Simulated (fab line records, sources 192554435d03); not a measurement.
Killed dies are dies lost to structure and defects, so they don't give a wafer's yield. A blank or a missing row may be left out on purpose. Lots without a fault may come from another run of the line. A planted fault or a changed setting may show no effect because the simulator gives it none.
fab line records | flow n5_finfet
record lots=11 wafers=31 last_day=17
route steps=1938 shown MIM_TOP_ETCH@1851 TV_LITHO@1884 TV_OPEN@1887 PASSIVATION@1916
lots that met no fault: from a run of the same line without faults
start_h: hours from the record's first day to the start of the lot's first wafer shown | wait_h: hours since the lot's step before | " the same as in the row above | L1.1+2: a row that stands for several wafers | - no value, or no start given | * or withheld: withheld | < > ~ a bound
route shown NAME@n: a module of which the file shows steps, and the number in the route of the first | usual: mean/standard deviation of fault-free wafers | same: alike in all rows | chamber/n: place in a boat | sites: the reading at each site | _std_site: their standard deviation | _edge_site: outer sites' mean less inner sites' | radius_mm: how far each site lies from the wafer's centre | mask NAME#n: copy n | behind: the tool/chamber that last shaped the wafer | hold: why the lot was held/for how many hours/how that ended | device: the transistor (n, p or np) that didn't switch | end of line: the same wafers' tests at the end of the route | a step without rows: its recipe alone | killed: dies lost to structure and defects at the first sort, not the wafer's yield | map: a wafer's dies, x killed, . not, _ none there
set.NAME: the setting as run; set.NAME@STEP: as run at that earlier step | model.NAME: the simulator's own value behind a step, which no gauge read
steps of the route over a sample of lots; a table a step, a row a wafer
services: from which hour (start_h, from the record's first day; less than 0 if before it) a tool's chamber was out of use, for how many hours, and why
## steps
# step N5_MIM_TOP_ETCH_ETCH_00
# recipe chemistry=Cl2/BCl3 target=TiN target_depth_a=385 ion_energy_ev=150 pressure_mtorr=10 icp_w=1000 bias_w=126 Cl2_flow_sccm=53.25 bcl3_flow_sccm=21.75 Ar_flow_sccm=25
# usual drypump_motor_current_A=5.6/0.47 mfc_ar_sccm=25.01/0.068 oes_ar_750_au=0.76/0.09 oes_product_au=0.76/0.092 throttle_valve_pct=22.64/0.14
# columns lot.wafer tool chamber start_h wait_h drypump_motor_current_A mfc_ar_sccm oes_ar_750_au oes_product_au rf_hours_counter_h throttle_valve_pct
L385.1 rie_metal-03 1 257.66 0.1 5.2 25.02 0.66 0.69 86 22.63
L385.3 " 0 " " 5.8 25.01 0.72 0.72 - 22.83
L385.6 " 1 " " 5.2 25.08 0.66 0.68 - 22.62
L389.2 rie_metal-01 0 294.86 0.1 6.0 25.01 0.74 0.74 66 22.75
L389.4 " 1 " " 5.2 24.90 0.63 0.64 - 22.64
L389.5 " 0 " " 6.0 25.02 0.75 0.74 - 22.78
L391.3 rie_metal-03 0 295.22 0.1 5.8 25.02 0.72 0.71 - 22.86
L391.4 " 1 " " 5.2 24.94 0.66 0.66 - 22.65
L391.5 " 1 " " 5.2 25.12 0.66 0.67 - 22.64
L392.2 rie_metal-02 0 315.29 0.1 6.3 24.95 0.90 0.90 11 22.46
L392.3 " 1 " " 5.2 25.07 0.76 0.76 - 22.61
L392.6 " 0 " " 6.3 24.99 0.89 0.90 - 22.46
L394.4 rie_metal-02 0 323.51 0.1 6.4 25.03 0.88 0.90 - 22.46
L394.5 " 1 " " 5.2 25.01 0.76 0.76 - 22.62
L394.6 " 0 " " 6.3 25.00 0.90 0.90 - 22.46
L393.3 rie_metal-03 0 323.61 0.1 5.8 24.92 0.71 0.71 - 22.86
L393.4 " 1 " " 5.1 25.02 0.66 0.67 - 22.64
L393.5 " 0 " " 5.8 24.99 0.71 0.70 - 22.86
L399.1 rie_metal-02 1 348.23 0.1 5.2 25.03 0.75 0.75 54 22.63
L399.3 " 0 " " 6.3 24.97 0.87 0.89 - 22.46
L399.6 " 0 " " 6.3 25.11 0.88 0.89 - 22.46
L400.3 rie_metal-01 1 349.36 0.1 5.2 24.92 0.94 0.96 - 22.44
L400.4 " 0 " " 6.0 24.95 0.72 0.73 - 22.77
L400.6 " 1 " " 5.2 25.04 0.94 0.96 - 22.41
L405.1 rie_metal-03 0 386.48 0.1 5.8 24.95 0.70 0.69 84 22.86
L405.4 " 0 " " 5.8 25.03 0.70 0.70 - 22.87
L405.5 " 0 " " 5.8 24.94 0.70 0.69 - 22.87
L404.3 rie_metal-02 0 394.83 0.1 6.3 25.01 0.85 0.87 - 22.48
L406.3 rie_metal-01 0 403.16 0.1 6.0 25.03 0.72 0.72 - 22.77
L406.4 " 1 " " 5.2 24.93 0.90 0.92 - 22.44
L406.6 " 0 " " 6.1 25.01 0.72 0.72 - 22.78
# step N5_PASSIVATION_OVL_MEAS_60
# recipe points_per_wafer=44
# usual TV_OVL=6/5
# columns lot.wafer tool chamber start_h wait_h TV_OVL[nm]
L385.1 overlay-02 0 259.82 0.0 3
L385.3 " 0 " " 9
L385.6 " 0 " " 2
L389.2 overlay-02 0 297.57 0.0 -1
L389.4 " 0 " " 6
L389.5 " 0 " " 0
L391.3 overlay-01 0 298.55 0.0 16
L391.4 " 0 " " 13
L391.5 " 0 " " 11
L392.2 overlay-02 0 322.19 0.0 6
L392.3 " 0 " " 2
L392.6 " 0 " " 4
L394.4 overlay-01 0 326.86 0.0 15
L394.5 " 0 " " 12
L394.6 " 0 " " 11
L393.3 overlay-01 0 327.21 0.0 4
L393.4 " 0 " " -1
L393.5 " 0 " " 1
L399.1 overlay-02 0 351.30 0.0 1
L399.3 " 0 " " 11
L399.6 " 0 " " 8
L400.3 overlay-01 0 351.69 0.0 7
L400.4 " 0 " " 1
L400.6 " 0 " " 7
L405.1 overlay-02 0 388.71 0.0 4
L405.4 " 0 " " 3
L405.5 " 0 " " 14
L404.3 overlay-01 0 402.49 0.0 0
L406.3 overlay-02 0 406.31 0.0 -2
L406.4 " 0 " " 3
L406.6 " 0 " " 0
# step N5_PASSIVATION_PASS_ETCH_74
# recipe chemistry=CF4/O2 target=SiNx target_depth_a=2200 time_s=110 ion_energy_ev=100 pressure_mtorr=40 source_w=535 bias_w=49 Ar_flow_sccm=100 cf4_flow_sccm=100 O2_flow_sccm=10
# usual drypump_motor_current_A=5.7/0.51 mfc_ar_sccm=99.99/0.28 oes_ar_750_au=0.81/0.081 oes_product_au=0.81/0.085 rf_vpp_V=240/3.3 showerhead_plenum_p_Torr=2.18/0.069 throttle_valve_pct=15.84/0.2
# columns lot.wafer tool chamber start_h wait_h drypump_motor_current_A mfc_ar_sccm oes_ar_750_au oes_product_au rf_hours_counter_h rf_vpp_V showerhead_plenum_p_Torr throttle_valve_pct
L385.1 rie_diel-01 1 260.47 0.0 5.8 100.29 0.74 0.73 174 237 2.11 15.77
L385.3 " 2 " " 5.0 100.49 0.78 0.78 99 240 2.14 15.79
L385.6 " 2 " " 4.9 100.42 0.79 0.80 - 238 2.14 15.78
L389.2 rie_diel-06 2 297.69 0.0 5.7 100.03 0.69 0.67 250 238 2.16 15.87
L389.4 " 0 " " 5.8 100.52 0.89 0.89 48 238 2.15 15.73
L389.5 " 3 " " 5.9 99.94 0.82 0.82 - 238 2.14 15.74
L391.3 rie_diel-06 3 298.80 0.0 5.9 99.34 0.82 0.80 87 239 2.14 15.75
L391.4 " 0 " " 5.8 100.27 0.89 0.88 48 238 2.15 15.74
L391.5 " 2 " " 5.7 99.89 0.68 0.67 - 240 2.16 15.89
L392.2 rie_diel-02 1 322.31 0.0 6.0 99.91 0.88 0.88 46 237 2.15 15.86
L392.3 " 3 " " 5.6 99.50 0.67 0.66 248 241 2.25 16.11
L392.6 " 1 " " 6.1 100.09 0.88 0.88 - 237 2.15 15.87
L394.4 rie_diel-06 1 326.98 0.0 6.6 99.78 0.83 0.82 88 247 2.31 15.97
L394.5 " 0 " " 5.8 100.10 0.88 0.88 - 236 2.15 15.74
L394.6 " 1 " " 6.6 99.46 0.83 0.83 - 248 2.31 15.98
L393.3 rie_diel-06 3 327.46 0.0 5.9 99.76 0.80 0.81 97 237 2.13 15.79
L393.4 " 1 " " 6.6 99.74 0.83 0.83 89 248 2.31 15.97
L393.5 " 0 " " 5.8 100.12 0.87 0.88 - 237 2.15 15.73
L399.1 rie_diel-01 0 351.43 0.0 5.7 99.47 0.70 0.70 205 245 2.28 16.26
L399.3 " 3 " " 4.7 100.05 0.76 0.77 147 241 2.11 15.86
L399.6 " 3 " " 4.6 99.93 0.75 0.77 - 240 2.11 15.85
L400.3 rie_diel-02 1 351.83 0.0 6.0 99.90 0.86 0.86 57 239 2.15 15.89
L400.4 " 0 " " 5.9 99.76 0.96 0.95 12 238 2.17 15.69
L400.6 " 0 " " 5.9 100.21 0.96 0.95 - 237 2.17 15.68
L405.1 rie_diel-06 0 389.10 0.0 5.8 99.94 0.85 0.84 77 238 2.14 15.78
L405.4 " 2 " " 5.7 99.89 0.90 0.89 19 237 2.16 15.43
L405.5 " 0 " " 5.8 100.11 0.85 0.85 - 238 2.14 15.77
L404.3 rie_diel-01 0 402.96 0.0 5.8 99.70 0.70 0.68 220 245 2.27 16.27
L406.3 rie_diel-01 1 406.64 0.0 5.8 99.79 0.70 0.69 223 237 2.09 15.86
L406.4 " 0 " " 5.7 100.05 0.70 0.69 222 244 2.27 16.29
L406.6 " 0 " " 5.8 99.93 0.70 0.69 - 244 2.27 16.29
# step N5_PASSIVATION_PECVD_35
# recipe material=SiNx target_thk_a=7000 temp_c=400 precursor=SiH4/NH3/N2 pressure_torr=4.9 rf_w=1406 time_s=151.3
# usual heater_power_outer_w=140/49 heater_power_w=334/63 run_length_s=195.3/0.61 showerhead_plenum_p_Torr=8.66/0.066 susceptor_temp_C=399.98/0.23 throttle_valve_pct=29.6/2.1
# columns lot.wafer tool chamber start_h wait_h heater_power_outer_w heater_power_w run_length_s showerhead_plenum_p_Torr since_wet_clean_h susceptor_temp_C throttle_valve_pct
L385.1 pecvd-03 1 262.94 0.1 158 347 196.2 8.67 1511 399.89 28.5
L385.3 " 2 " " 183 392 194.9 8.54 22 400.36 25.4
L385.6 " 0 " " 154 405 195.1 8.74 - 400.22 27.7
L389.2 pecvd-02 2 300.64 0.1 125 291 194.8 8.61 432 399.57 29.8
L389.4 " 1 " " 37 220 195.3 8.71 - 400.37 32.4
L389.5 " 2 " " 150 329 194.9 8.63 - 399.84 29.6
L391.3 pecvd-02 2 302.26 0.1 79 231 195.1 8.59 433 400.04 29.9
L391.4 " 1 " " 110 312 194.8 8.72 - 400.00 32.4
L391.5 " 2 " " 117 280 194.7 8.60 - 400.09 29.4
L392.2 pecvd-04 2 325.16 0.1 105 227 195.5 8.69 275 400.02 27.0
L392.3 " 1 " " 195 427 196.4 8.64 1754 399.56 30.7
L392.6 " 2 " " 138 281 195.4 8.70 - 400.00 27.4
L394.4 pecvd-02 1 329.94 0.1 139 361 195.2 8.69 - 400.28 32.6
L394.5 " 2 " " 167 348 194.8 8.60 - 400.23 30.0
L394.6 " 0 " " 144 338 194.9 8.56 - 400.11 30.8
L393.3 pecvd-03 1 330.05 0.1 192 396 196.5 8.66 1578 399.68 28.7
L393.4 " 2 " " 121 304 195.3 8.56 - 399.44 25.5
L393.5 " 1 " " 217 424 196.3 8.67 - 400.10 29.0
L399.1 pecvd-04 2 354.45 0.1 116 254 195.6 8.68 304 399.83 27.3
L399.3 " 1 " " 204 422 195.9 8.66 1783 400.11 30.7
L399.6 " 2 " " 148 291 195.4 8.67 - 400.41 27.5
L400.3 pecvd-02 1 354.72 0.1 117 329 195.0 8.72 - 400.04 32.4
L400.4 " 0 " " 137 322 194.7 8.56 - 399.73 31.0
L400.6 " 0 " " 159 355 194.7 8.59 - 399.72 31.1
L405.1 pecvd-02 1 391.87 0.1 133 343 195.0 8.75 2002 400.05 32.4
L405.4 " 0 " " 114 292 194.9 8.56 - 399.99 30.9
L405.5 " 1 " " 35 226 195.0 8.70 - 399.72 32.3
L404.3 pecvd-04 0 405.76 0.1 61 248 277.3 8.71 1110 400.08 31.4
L406.3 pecvd-02 0 410.47 0.1 102 277 194.6 8.56 1296 399.94 31.0
L406.4 " 2 " " 181 366 195.1 8.59 - 399.73 30.2
L406.6 " 1 " " 108 317 195.1 8.72 - 399.79 32.3
# step N5_PASSIVATION_PROBE_49
# usual killed_at_M0_to_M3=35/11 killed_at_M4_up=14/5.4 killed_at_contacts=12/6.2 killed_at_front_end=38/11 killed_at_other=4.1/2.8 killed_dies=103/17 killed_on_rim=13/4 killed_open=66/13 killed_short=34/8.2
# same gross_dies=1180 killed_at_back_side=0
# columns lot.wafer tool chamber start_h wait_h killed_at_M0_to_M3 killed_at_M4_up killed_at_contacts killed_at_front_end killed_at_other killed_dies killed_on_rim killed_open killed_short
L399.1 prober-02 - 358.02 0.0 36 8 13 38 4 99 8 63 34
L399.3 prober-02 - 358.12 0.1 26 9 15 46 3 99 8 65 33
L399.6 prober-02 - 358.27 0.3 27 8 10 23 2 70 8 44 25
L404.3 prober-01 - 410.52 0.1 42 12 4 85 1037 1180 152 54 38
# killed by level:class
L399.1 FIN_SAQP:geometric_particle:short=11 MOL_CONTACT_COAG:geometric_particle:open=10 FIN_SAQP:geometric_particle:open=8 STI_FIN_REVEAL:geometric_particle:open=7 BEOL_M0_SAQP:geometric_particle:short=7 BEOL_M2:geometric_particle:open=7 BEOL_M1:geometric_particle:open=6 BEOL_M0:geometric_particle:open=5
L399.3 STI_FIN_REVEAL:geometric_particle:open=17 BEOL_M2:geometric_particle:open=13 FIN_SAQP:geometric_particle:short=12 MOL_CONTACT_COAG:geometric_particle:open=12 FIN_SAQP:geometric_particle:open=6 BEOL_M3:geometric_particle:open=4 STARTING-WAFER:geometric_particle:short=4 MOL_CONTACT_COAG:geometric_particle:short=3
L399.6 MOL_CONTACT_COAG:geometric_particle:open=9 BEOL_M0_SAQP:geometric_particle:short=6 BEOL_M0_SAQP:geometric_particle:open=6 BEOL_M2:geometric_particle:open=6 BEOL_M4:geometric_particle:open=5 FIN_SAQP:geometric_particle:open=4 FIN_SAQP:geometric_particle:short=4 STI_FIN_REVEAL:geometric_particle:open=3
L404.3 PASSIVATION:area_pecvd=1036 ZERO_LAYER:unspecified=51 BEOL_M0_SAQP:geometric_particle:short=14 BEOL_M0_SAQP:geometric_particle:open=9 STI_FIN_REVEAL:geometric_particle:open=7 DUMMY_GATE:geometric_particle:open=7 FIN_SAQP:geometric_particle:short=5 BEOL_M2:geometric_particle:short=5
## services
# columns tool chamber start_h hours kind
pecvd-04 - 249.40 0.3 repair
rie_metal-01 1 270.51 18.7 repair
rie_metal-03 - 274.06 0.4 repair
pecvd-02 - 274.24 0.2 repair
pecvd-02 - 274.66 5.5 pm
rie_diel-06 - 276.05 14.6 pm
rie_diel-02 - 279.98 0.2 repair
pecvd-04 - 292.55 1.2 repair
pecvd-03 - 294.43 10.2 repair
rie_metal-02 1 304.85 9.7 repair
rie_diel-06 2 307.59 1.2 repair
rie_diel-06 2 308.94 - clean
rie_diel-06 2 308.94 - consumable_replace:focus_ring
rie_diel-06 2 308.94 16.3 scheduled_down
rie_diel-02 0 316.35 5.3 repair
rie_diel-06 2 335.32 3.3 repair
pecvd-02 2 349.91 6.0 repair
rie_metal-02 1 352.32 6.1 repair
rie_metal-03 1 354.43 3.3 repair
rie_diel-02 3 363.11 7.7 repair
rie_diel-01 3 399.61 4.3 repair
rie_metal-02 - 399.86 14.6 pm
pecvd-02 - 404.87 2.8 pm
pecvd-02 - 407.86 0.8 repair
## key
first_sign step=N5_PASSIVATION_PECVD_35 reading=run_length_s direction=up sigmas=99+ usual=* struck=*
effect step=N5_PASSIVATION_PROBE_49 reading=killed_at_other direction=up sigmas=99+ usual=4.1 struck=1037
more_kills_born_at N5_PASSIVATION_PECVD_35@pecvd-04=1036
met_at N5_PASSIVATION_PECVD_35
struck_lots L404
struck_wafers L404.3
later_rows_left_out L404.3
tester_left_out L404
not_acting_at N5_MIM_TOP_ETCH_ETCH_00,N5_PASSIVATION_OVL_MEAS_60,N5_PASSIVATION_PASS_ETCH_74
earlier_fault kind=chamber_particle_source tool=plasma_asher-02 chamber=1 onset_h=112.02 steps=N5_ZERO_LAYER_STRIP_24 rate_per_visit_cm2=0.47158
fault kind=process_parameter_drift tool=pecvd-04 chamber=0 onset_h=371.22 steps=N5_PASSIVATION_PECVD_35 channel=time_s offset=* shape=step acts_in=* stated=*
# tester_left_out: of these lots the tester's yield and bins aren't shown, on N5 and GAA mostly nor the transistor test; their killed dies are dies lost to structure and defects alone, not to doping, threshold or leakage, so they don't give the yield
# later_rows_left_out: the simulator's readings of these wafers behind a module that went badly wrong aren't trusted and aren't shown, but for the sort
